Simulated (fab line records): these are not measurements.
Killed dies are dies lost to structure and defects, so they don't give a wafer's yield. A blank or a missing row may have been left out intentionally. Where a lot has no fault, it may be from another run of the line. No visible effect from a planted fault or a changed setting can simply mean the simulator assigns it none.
One fault through the eyes of 2 desks :: flow n5Finfet :: only its own numbers are on each desk; what lay behind them is given at the end

== DESK OF THE TOOL OWNER: aldMetal-04 ==
The tool's own readings at N5_BEOL_M1_ALD_84 (deposits TaN, pulse time 2 s, purge time 3 s, co reactant purge time 2 s): means of the sampled wafers that have a number, for each lot that ran on this tool. The brackets show how far a lot's mean lies from the usual mean; more than 4 standard deviations puts the lot out of limits, marked OUT.
Columns: A = heaterPowerW at N5_BEOL_M1_ALD_84, usual 436 W; B = precursorVesselPressureTorr at N5_BEOL_M1_ALD_84, usual 26.25 Torr
lot: L650
first seen here: day 6 22:37
A: 434
B: 26.24

lot: L654
first seen here: day 7 20:30
A: 447
B: 26.20

lot: L664
first seen here: day 10 16:41
A: 430
B: 26.21
This desk found nothing out of limits on any of the 3 lots.

== AT THE METROLOGY DESK ==
What the gauges read for every lot (on any tool): the sampled wafers with a number, averaged. The brackets show how far a lot's mean lies from the usual mean; more than 4 standard deviations puts the lot out of limits, marked OUT. Of its 15 readings 7 are shown: those that lie furthest out on some lot.
Columns: A = cdNm at N5_BEOL_M1_CD_MEAS_35, usual 18.0 nm; B = COMB_M1 at N5_BEOL_M4_RC_MEAS_101, usual 5.7e-11 S/m; C = COMB_M1_max_site at N5_BEOL_M4_RC_MEAS_101, usual 8.4e-11 S/m; D = DIBL_P at N5_BEOL_M4_RC_MEAS_101, usual 36.5 mV/V; E = IOFF_P at N5_BEOL_M4_RC_MEAS_101, usual 0.21 nA/um; F = SS_P at N5_BEOL_M4_RC_MEAS_101, usual 73.3 mV/dec; G = VT_P at N5_BEOL_M4_RC_MEAS_101, usual -250 mV
lot: L648
first seen here: day 6 18:52
A: 18.2
B: 7.1e-11
C: 9.7e-11
D: 35.8
E: 0.23
F: 73.2
G: -248

lot: L650
first seen here: day 6 22:28
A: 17.8
B: 4.3e-11
C: 6.8e-11
D: 35.3
E: 0.17
F: 73.1
G: -254

lot: L654
first seen here: day 7 19:52
A: 18.7
B: 5.1e-11
C: 7.3e-11
D: 33.3
E: 0.18
F: 71.8
G: -251

lot: L655
first seen here: day 8 02:42
A: 17.8
B: 6.1e-11
C: 9.5e-11
D: 35.5
E: 0.19
F: 72.8
G: -251

lot: L661
first seen here: day 10 01:26
A: 17.9
B: 5.4e-11
C: 6.9e-11
D: 37.4
E: 0.29
F: 73.0
G: -243

lot: L664
first seen here: day 10 16:22
A: 17.5
B: 8.5e-11
C: 1.2e-10
D: 34.6
E: 0.22
F: 72.7
G: -245

lot: L666
first seen here: day 10 23:36
A: 18.4
B: 4.6e-11
C: 6.9e-11
D: 36.3
E: 0.23
F: 73.1
G: -247

lot: L667
first seen here: day 11 06:11
A: 18.1
B: 6.1e-11
C: 9.1e-11
D: 33.9
E: 0.18
F: 73.2
G: -252

lot: L669
first seen here: day 11 19:51
A: 17.8
B: 4.3e-11
C: 6.5e-11
D: 36.1
E: 0.18
F: 74.0
G: -253
This desk found nothing out of limits on any of the 9 lots.

== BROUGHT TOGETHER ==
Nothing out of limits was seen by the tool owner's desk.
From the metrology desk's view, nothing was out of limits.

== WHAT WAS PUT IN BY THE SIMULATOR ==
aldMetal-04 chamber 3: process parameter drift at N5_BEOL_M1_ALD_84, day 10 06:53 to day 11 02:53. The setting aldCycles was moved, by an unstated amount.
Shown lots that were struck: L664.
